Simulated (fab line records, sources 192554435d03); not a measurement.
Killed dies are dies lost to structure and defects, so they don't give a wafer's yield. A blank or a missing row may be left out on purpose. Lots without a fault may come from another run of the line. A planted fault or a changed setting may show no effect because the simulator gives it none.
fab line records | flow n5_finfet
record lots=7 wafers=21
route steps=1938 shown BEOL_M15@1800 MIM_BOT_ETCH@1866 PASSIVATION@1901
start_h: hours from the record's first day to the start of the lot's first wafer shown | wait_h: hours since the lot's step before | " the same as in the row above | L1.1+2: a row that stands for several wafers | - no value, or no start given | * or withheld: withheld | < > ~ a bound
route shown NAME@n: a module of which the file shows steps, and the number in the route of the first | usual: mean/standard deviation of fault-free wafers | same: alike in all rows | chamber/n: place in a boat | sites: the reading at each site | _std_site: their standard deviation | _edge_site: outer sites' mean less inner sites' | radius_mm: how far each site lies from the wafer's centre | mask NAME#n: copy n | behind: the tool/chamber that last shaped the wafer | hold: why the lot was held/for how many hours/how that ended | device: the transistor (n, p or np) that didn't switch | end of line: the same wafers' tests at the end of the route | a step without rows: its recipe alone | killed: dies lost to structure and defects at the first sort, not the wafer's yield | map: a wafer's dies, x killed, . not, _ none there
set.NAME: the setting as run; set.NAME@STEP: as run at that earlier step | model.NAME: the simulator's own value behind a step, which no gauge read
lots whose settings were changed on purpose; a table a step, a row a wafer
## steps
# step N5_BEOL_M15_EXPOSE_25
# recipe mask_id=M15 na=0.8 source_shape=annular sigma_inner=0.5 sigma_outer=0.8 polarization=unpolarized target_cd_nm=400 dose_mj=35.5
# columns lot.wafer tool chamber start_h wait_h mask set.dose_mj
L075.1 krf_scanner-02 0 255.18 - M15#0 35.5
L075.2+4 " 0 " " M15#0 34.44
L084.4+6 krf_scanner-02 0 300.51 - M15#0 35.5
L084.5 " 0 " " M15#0 37.78
L085.1+4 krf_scanner-01 0 314.42 - M15#0 33.9
L085.3 " 0 " " M15#0 35.5
L090.1+2+3 krf_scanner-01 0 349.24 - M15#0 35.5
L091.1+2 krf_scanner-01 0 350.08 - M15#0 35.5
L091.6 " 0 " " M15#0 33.83
L089.1+4+5 krf_scanner-02 0 360.71 - M15#0 35.5
L097.2+3+4 krf_scanner-02 0 411.81 - M15#0 35.5
# step N5_BEOL_M15_PEB_26
# recipe peb_temp_c=130 peb_time_s=90
# step N5_BEOL_M15_DEVELOP_27
# recipe develop_time_s=45 rinse_liquid=diw dry=air_spin dev_temp_c=21
# step N5_BEOL_M15_HARDBAKE_32
# recipe temp_c=130 time_s=120
# step N5_BEOL_M15_CD_MEAS_28
# recipe target_cd_nm=407.6 landing_energy_ev=500 detector=se_inlens
# usual cd_nm=409.5/1.5
# columns lot.wafer tool chamber start_h wait_h set.dose_mj@BEOL_M15_EXPOSE_25 cd_nm
L075.1 cd_sem-01 0 255.35 - 35.5 409.7
L075.2 " 0 " " 34.44 406.3
L075.4 " 0 " " 34.44 408.1
L084.4 cd_sem-01 0 300.67 - 35.5 407.2
L084.5 " 0 " " 37.78 417.5
L084.6 " 0 " " 35.5 405.8
L085.1 cd_sem-03 0 314.60 - 33.9 404.8
L085.3 " 0 " " 35.5 410.3
L085.4 " 0 " " 33.9 403.0
L090.1 cd_sem-01 0 349.41 - 35.5 410.1
L090.2 " 0 " " 35.5 409.7
L090.3 " 0 " " 35.5 410.9
L091.1 cd_sem-01 0 350.26 - 35.5 409.4
L091.2 " 0 " " 35.5 408.1
L091.6 " 0 " " 33.83 402.5
L089.1 cd_sem-02 0 360.88 - 35.5 410.3
L089.4 " 0 " " 35.5 410.2
L089.5 " 0 " " 35.5 409.5
L097.2 cd_sem-02 0 411.98 - 35.5 406.7
L097.3 " 0 " " 35.5 407.5
L097.4 " 0 " " 35.5 407.6
# step N5_BEOL_M15_DESCUM_33
# recipe chemistry=O2 time_s=7.9 source_power_w=50 bias_power_w=20 pressure_mtorr=20 rf_frequency_hz=2.712e+07 temp_c=40 o2_flow_sccm=225
# columns lot.wafer tool chamber start_h wait_h set.dose_mj@BEOL_M15_EXPOSE_25 model.BEOL_M15.cd_nm
L075.1 rie_diel-05 0 255.44 0.0 35.5 409.8
L075.2 " 3 " " 34.44 406.4
L075.4 " 2 " " 34.44 408
L084.4 rie_diel-05 1 300.75 0.0 35.5 407.2
L084.5 " 1 " " 37.78 417.6
L084.6 " 2 " " 35.5 406
L085.1 rie_diel-01 3 314.68 0.0 33.9 404.6
L085.3 " 1 " " 35.5 410.2
L085.4 " 1 " " 33.9 403.2
L090.1 rie_diel-05 3 349.91 0.4 35.5 410.2
L090.2 " 0 " " 35.5 409.8
L090.3 " 2 " " 35.5 410.8
L091.1 rie_diel-02 3 350.34 0.0 35.5 409.6
L091.2 " 2 " " 35.5 408.4
L091.6 " 1 " " 33.83 402.2
L089.1 rie_diel-02 0 360.97 0.0 35.5 410.2
L089.4 " 2 " " 35.5 410.4
L089.5 " 2 " " 35.5 409.6
L097.2 rie_diel-05 1 412.46 0.4 35.5 406.6
L097.3+4 " 3,2 " " 35.5 407.8
# step N5_BEOL_M15_TRENCH_ETCH_34
# recipe chemistry=C4F8/O2/Ar target=SiO2 target_depth_a=8729.3 he_inner_torr=15 he_outer_torr=30 time_s=199 ion_energy_ev=800 pressure_mtorr=20 source_w=1905 bias_w=2040 Ar_flow_sccm=400 C4F8_flow_sccm=16 O2_flow_sccm=12
# columns lot.wafer tool chamber start_h wait_h set.time_s set.dose_mj@BEOL_M15_EXPOSE_25 model.etch.depth_nm model.coat_of_BEOL_M15_COAT_22.thk_nm model.BEOL_M15.cd_nm
L075.1 rie_diel-05 0 255.53 0.0 199 35.5 879.4 538.4 402
L075.2 " 3 " " 199 34.44 862.2 545.2 398.2
L075.4 " 2 " " 164.7 34.44 715.4 573.2 399
L084.4 rie_diel-05 1 300.84 0.0 237.2 35.5 1055 510.6 400
L084.5 " 1 " " 237.2 37.78 1054 512.2 410
L084.6 " 2 " " 199 35.5 886.7 544 398.2
L085.1 rie_diel-01 3 314.77 0.0 199 33.9 863.5 547.2 398
L085.3 " 1 " " 235.2 35.5 1035 512.4 404.6
L085.4 " 1 " " 199 33.9 877.8 545 396.2
L090.1 rie_diel-05 3 349.99 0.0 242.6 35.5 1075 506 404.6
L090.2 " 0 " " 242.6 35.5 1082 500.4 403.4
L090.3 " 2 " " 242.6 35.5 1075 505.4 404.2
L091.1 rie_diel-02 3 350.43 0.0 199 35.5 851.8 548.2 402.2
L091.2 " 2 " " 177.5 35.5 802 556.2 402.2
L091.6 " 1 " " 199 33.83 876.9 545.2 395.6
L089.1 rie_diel-02 0 361.06 0.0 199 35.5 871.5 539.8 402
L089.4 " 2 " " 199 35.5 902.5 534 403.4
L089.5 " 2 " " 199 35.5 896.5 536.4 402.6
L097.2 rie_diel-05 1 412.54 0.0 161.3 35.5 706 576 396.2
L097.3 " 3 " " 199 35.5 890 539.2 399.6
L097.4 " 2 " " 199 35.5 870.4 544.4 399
# step N5_BEOL_M15_STRIP_36
# recipe chemistry=O2 power_w=600 temp_c=60 pressure_mtorr=30 rf_frequency_hz=6e+07 bias_power_w=0 overash_fraction=0.3 o2_flow_sccm=225
# step N5_BEOL_M15_ECD_47
# recipe material=Cu target_thk_a=18600
# step N5_BEOL_M15_ANNEAL_48
# recipe temp_c=225 time_s=90 ambient=N2
# step N5_BEOL_M15_CMP_49
# recipe stop_on=SiO2 t_overpolish_s=4.9 down_force_psi=2 platen_rpm=80 clearing_platen_down_force_psi=2 clearing_platen_rpm=80 post_cmp_clean=cu_alkaline target_thk_nm=850 clearing_platen_pad_velocity_m_s=1.5917 pad_velocity_m_s=1.5917
# columns lot.wafer tool chamber start_h wait_h set.time_s@BEOL_M15_TRENCH_ETCH_34 model.Cu_of_BEOL_M15_ECD_47.thk_nm
L075.1 cmp-01 0 257.96 0.3 199 858.4
L075.2 " 1 " " 199 840
L075.4 " 3 " " 164.7 693.2
L084.4+5 cmp-02 3,1 303.74 0.2 237.2 1030
L084.6 " 2 " " 199 862.6
L085.1 cmp-01 0 323.95 0.3 199 841.4
L085.4 " 1 " " 199 854.8
L085.3 " 2 " " 235.2 1012
L090.1+3 cmp-02 1,0 353.08 0.3 242.6 1053
L090.2 " 2 " " 242.6 1059
L091.1 cmp-03 1 354.64 0.3 199 829.8
L091.2 " 2 " " 177.5 780
L091.6 " 0 " " 199 854.4
L089.1 cmp-03 3 364.77 0.3 199 850.6
L089.4 " 0 " " 199 879.8
L089.5 " 1 " " 199 874.2
L097.3 cmp-01 1 416.35 0.2 199 867.4
L097.2 " 2 " " 161.3 682.6
L097.4 " 0 " " 199 847.4
# step N5_BEOL_M15_THK_MEAS_50
# recipe thk_meas_gauge=xrf reads=Cu_of_BEOL_M15_ECD_47
# usual M15_THK=843/13
# columns lot.wafer tool chamber start_h wait_h set.time_s@BEOL_M15_TRENCH_ETCH_34 M15_THK[nm]
L075.1 film_metro-02 - 258.25 - 199 851
L075.2 " - " " 199 835
L075.4 " - " " 164.7 689
L084.4 film_metro-01 - 303.96 - 237.2 1009
L084.5 " - " " 237.2 1006
L084.6 " - " " 199 847
L085.1 film_metro-01 - 324.20 - 199 831
L085.3 " - " " 235.2 998
L085.4 " - " " 199 838
L090.1 film_metro-01 - 353.38 - 242.6 1037
L090.2 " - " " 242.6 1040
L090.3 " - " " 242.6 1031
L091.1 film_metro-01 - 354.86 - 199 821
L091.2 " - " " 177.5 771
L091.6 " - " " 199 845
L089.1 film_metro-01 - 364.99 - 199 842
L089.4 " - " " 199 870
L089.5 " - " " 199 867
L097.2 film_metro-01 - 416.65 - 161.3 664
L097.3 " - " " 199 847
L097.4 " - " " 199 825
# step N5_BEOL_M15_PRE_CLEAN_52
# recipe gas=NH3 time_s=15 temp_c=withheld rf_power_w=300
# step N5_BEOL_M15_DEP_53
# recipe material=SiCN target_thk_a=500 temp_c=withheld precursor=3MS/NH3 pressure_torr=3 rf_w=675 time_s=17.8
# step N5_BEOL_M15_RS_MEAS_54
# recipe thk_meas_gauge=four-point-probe reads=Cu_of_BEOL_M15_ECD_47+Ta_of_BEOL_M15_SPUTTER_44+TaN_of_BEOL_M15_SPUTTER_43
# usual M15_RS=0.0214/0.00032
# columns lot.wafer tool chamber start_h wait_h set.time_s@BEOL_M15_TRENCH_ETCH_34 M15_RS[ohm/sq]
L075.1 film_metro-01 - 258.41 0.1 199 0.0213
L075.2 " - " " 199 0.0218
L075.4 " - " " 164.7 0.0265
L084.4 film_metro-01 - 304.09 0.0 237.2 0.0177
L084.5 " - " " 237.2 0.0178
L084.6 " - " " 199 0.0212
L085.1 film_metro-02 - 324.36 0.1 199 0.0218
L085.3 " - " " 235.2 0.0181
L085.4 " - " " 199 0.0214
L090.1 film_metro-01 - 353.50 0.0 242.6 0.0174
L090.2 " - " " 242.6 0.0172
L090.3 " - " " 242.6 0.0173
L091.1 film_metro-02 - 354.99 0.0 199 0.0220
L091.2 " - " " 177.5 0.0235
L091.6 " - " " 199 0.0214
L089.1 film_metro-02 - 365.12 0.0 199 0.0215
L089.4 " - " " 199 0.0208
L089.5 " - " " 199 0.0209
L097.2 film_metro-02 - 416.78 0.1 161.3 0.0269
L097.3 " - " " 199 0.0212
L097.4 " - " " 199 0.0216
# step N5_MIM_BOT_ETCH_ETCH_04
# recipe chemistry=CF4/O2 target=SiNx target_depth_a=260 time_s=13 ion_energy_ev=100 pressure_mtorr=40 source_w=535 bias_w=49 Ar_flow_sccm=100 cf4_flow_sccm=100 O2_flow_sccm=10
# columns lot.wafer tool chamber start_h wait_h set.time_s model.etch.depth_nm
L075.1 rie_diel-06 2 264.01 0.0 13 25.82
L075.2 " 3 " " 13 25.78
L075.4 " 0 " " 13 25.6
L084.4 rie_diel-04 2 311.88 0.0 13 26.15
L084.5 " 3 " " 13 26.77
L084.6 " 0 " " 13 26.11
L085.1 rie_diel-06 2 332.59 0.0 10.8 21.61
L085.3 " 0 " " 13 26.18
L085.4 " 1 " " 13 26.59
L091.1 rie_diel-06 1 361.89 0.0 11.78 23.34
L091.2 " 0 " " 13 25.32
L091.6 " 3 " " 13 26.51
L090.1 rie_diel-03 3 362.05 0.0 14.69 29.44
L090.2 " 0 " " 14.69 29.15
L090.3 " 2 " " 13 25.56
L089.1 rie_diel-04 1 370.34 0.0 13 26.5
L089.4 " 2 " " 13 26.23
L089.5 " 1 " " 13 26.45
L097.2 rie_diel-06 1 421.66 0.0 13 26.34
L097.3 " 2 " " 13 25.85
L097.4 " 0 " " 13 26.21
# step N5_PASSIVATION_EXPOSE_27
# recipe mask_id=PAD na=0.55 source_shape=conventional sigma_outer=0.8 polarization=unpolarized defocus_nm=0 dose_mj=32.3
# columns lot.wafer tool chamber start_h wait_h mask set.dose_mj
L075.1+4 krf_scanner-02 0 267.68 - PAD#0 32.3
L075.2 " 0 " " PAD#0 30
L084.4+5+6 krf_scanner-01 0 316.59 - PAD#0 32.3
L085.1 krf_scanner-02 0 336.43 - PAD#0 30.41
L085.3+4 " 0 " " PAD#0 32.3
L091.1 krf_scanner-02 0 365.43 - PAD#0 32.3
L091.2+6 " 0 " " PAD#0 30.88
L090.1+2+3 krf_scanner-01 0 365.90 - PAD#0 32.3
L089.1+4+5 krf_scanner-01 0 375.57 - PAD#0 32.3
L097.2+4 krf_scanner-01 0 425.91 - PAD#0 30.06
L097.3 " 0 " " PAD#0 32.3
# step N5_PASSIVATION_PEB_28
# recipe peb_temp_c=withheld peb_time_s=*
# step N5_PASSIVATION_DEVELOP_29
# recipe develop_time_s=60 rinse_liquid=diw dry=air_spin dev_temp_c=21
# step N5_PASSIVATION_HARDBAKE_31
# recipe temp_c=130 time_s=120
# step N5_PASSIVATION_CD_MEAS_30
# recipe target_cd_nm=4000 landing_energy_ev=500 detector=se_inlens polarity=opening
# usual cd_nm=4000.0/1.6
# columns lot.wafer tool chamber start_h wait_h set.dose_mj@PASSIVATION_EXPOSE_27 cd_nm
L075.1 cd_sem-01 0 267.86 - 32.3 3998.1
L075.2 " 0 " " 30 3987.2
L075.4 " 0 " " 32.3 3998.9
L084.4 cd_sem-01 0 316.75 - 32.3 3998.0
L084.5 " 0 " " 32.3 3999.1
L084.6 " 0 " " 32.3 3999.7
L085.1 cd_sem-03 0 336.60 - 30.41 3989.3
L085.3 " 0 " " 32.3 3999.3
L085.4 " 0 " " 32.3 4000.5
L091.1 cd_sem-02 0 365.61 - 32.3 3998.5
L091.2 " 0 " " 30.88 3989.6
L091.6 " 0 " " 30.88 3990.0
L090.1 cd_sem-01 0 366.07 - 32.3 4000.3
L090.2 " 0 " " 32.3 4000.5
L090.3 " 0 " " 32.3 4001.2
L089.1 cd_sem-01 0 375.75 - 32.3 4002.1
L089.4 " 0 " " 32.3 3998.7
L089.5 " 0 " " 32.3 4000.0
L097.2 cd_sem-02 0 426.08 - 30.06 3989.2
L097.3 " 0 " " 32.3 4003.1
L097.4 " 0 " " 30.06 3986.7
## key
split step=N5_BEOL_M15_EXPOSE_25 setting=dose_mj stated=35.5 by=wafer
response step=N5_BEOL_M15_CD_MEAS_28 reading=cd_nm change=+1.47 per=1% r=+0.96
response step=N5_BEOL_M15_DESCUM_33 reading=model.BEOL_M15.cd_nm change=+1.5 per=1% r=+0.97
response step=N5_BEOL_M15_TRENCH_ETCH_34 reading=model.BEOL_M15.cd_nm change=+1.57 per=1% r=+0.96
split step=N5_BEOL_M15_TRENCH_ETCH_34 setting=time_s stated=199 by=wafer
response step=N5_BEOL_M15_TRENCH_ETCH_34 reading=model.etch.depth_nm change=+8.74 per=1% r=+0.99
response step=N5_BEOL_M15_TRENCH_ETCH_34 reading=model.coat_of_BEOL_M15_COAT_22.thk_nm change=-1.72 per=1% r=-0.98
response step=N5_BEOL_M15_CMP_49 reading=model.Cu_of_BEOL_M15_ECD_47.thk_nm change=+8.73 per=1% r=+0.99
response step=N5_BEOL_M15_THK_MEAS_50 reading=M15_THK change=+8.58 per=1% r=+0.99
response step=N5_BEOL_M15_RS_MEAS_54 reading=M15_RS change=-0.000231 per=1% r=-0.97
split step=N5_MIM_BOT_ETCH_ETCH_04 setting=time_s stated=13 by=wafer
response step=N5_MIM_BOT_ETCH_ETCH_04 reading=model.etch.depth_nm change=+0.283 per=1% r=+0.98
split step=N5_PASSIVATION_EXPOSE_27 setting=dose_mj stated=32.3 by=wafer
response step=N5_PASSIVATION_CD_MEAS_30 reading=cd_nm change=+1.87 per=1% r=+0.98
